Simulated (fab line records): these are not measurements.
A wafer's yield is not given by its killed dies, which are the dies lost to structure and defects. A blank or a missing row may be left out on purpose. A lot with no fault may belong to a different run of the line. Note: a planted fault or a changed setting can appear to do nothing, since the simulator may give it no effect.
Matching of chambers + flow n5Finfet + 3 sister chambers for N5_MOL_CONTACT_COAG_ETCH_65 on rieDiel-04
The step etches underlayer in N2/H2, target depth 13 nm, time 10.4 s. 16 wafers are shown with their chamber, then 7 later ones without.

## WAFERS, EACH WITH ITS CHAMBER
| wafer  | chamber | showerheadPlenumPTorr (Torr) | throttleValvePct (%) | oesProductAu (a.u.) |
|--------|---------|------------------------------|----------------------|---------------------|
| L074.1 | 1       | 2.42                         | 17.68                | 0.63                |
| L074.2 | 0       | 2.70                         | 17.56                | 0.80                |
| L074.3 | 2       | 2.49                         | 17.95                | 0.77                |
| L078.2 | 2       | 2.49                         | 17.95                | 0.77                |
| L078.5 | 1       | 2.42                         | 17.69                | 0.63                |
| L078.6 | 0       | 2.70                         | 17.57                | 0.79                |
| L084.1 | 2       | 2.48                         | 18.00                | 0.75                |
| L084.2 | 0       | 2.69                         | 17.57                | 0.77                |
| L084.5 | 0       | 2.69                         | 17.60                | 0.77                |
| L086.1 | 1       | 2.41                         | 17.71                | 0.62                |
| L086.4 | 2       | 2.48                         | 18.00                | 0.74                |
| L086.5 | 1       | 2.41                         | 17.72                | 0.62                |
| L093.3 | 1       | 2.40                         | 17.75                | 0.60                |
| L093.5 | 2       | 2.47                         | 18.02                | 0.71                |
| L093.6 | 1       | 2.40                         | 17.74                | 0.61                |
| L094.1 | 0       | 2.68                         | 17.60                | 0.74                |

SIGNATURES (means of the wafers above)
| reading               | chamber 0 | chamber 1 | chamber 2 | scatter within a chamber |
|-----------------------|-----------|-----------|-----------|--------------------------|
| showerheadPlenumPTorr | 2.6920    | 2.4100    | 2.4820    | 0.00859                  |
| throttleValvePct      | 17.5800   | 17.7150   | 17.9840   | 0.0267                   |
| oesProductAu          | 0.7740    | 0.6183    | 0.7480    | 0.0202                   |
Rule: a wafer lies at a distance from a chamber equal to the root of the sum of squares, over the readings, of (its reading less the chamber's mean, divided by the reading's scatter). The wafer belongs to the nearest chamber; if the next one is less than 2 further off, it can't be placed. How the scatter is found: for the shown wafers, subtract from each reading the mean of its chamber, square and add these, divide the total by (wafers less chambers), then take the root.

## WAFERS WHOSE CHAMBER IS MISSING
| wafer  | showerheadPlenumPTorr (Torr) | throttleValvePct (%) | oesProductAu (a.u.) |
|--------|------------------------------|----------------------|---------------------|
| L094.2 | 2.40                         | 17.74                | 0.61                |
| L094.4 | 2.47                         | 18.01                | 0.72                |
| L095.5 | 2.40                         | 17.76                | 0.60                |
| L095.6 | 2.68                         | 17.62                | 0.74                |
| L097.2 | 2.68                         | 17.62                | 0.74                |
| L097.4 | 2.40                         | 17.75                | 0.60                |
| L097.6 | 2.68                         | 17.62                | 0.74                |

## THE CHAMBER EACH PASSED THROUGH
| wafer  | from the rows above | in truth |
|--------|---------------------|----------|
| L094.2 | 1                   | 1        |
| L094.4 | 2                   | 2        |
| L095.5 | 1                   | 1        |
| L095.6 | 0                   | 0        |
| L097.2 | 0                   | 0        |
| L097.4 | 1                   | 1        |
| L097.6 | 0                   | 0        |
Placed correctly: 7 of 7. Not placeable from these rows: 0. Wrongly placed: 0.
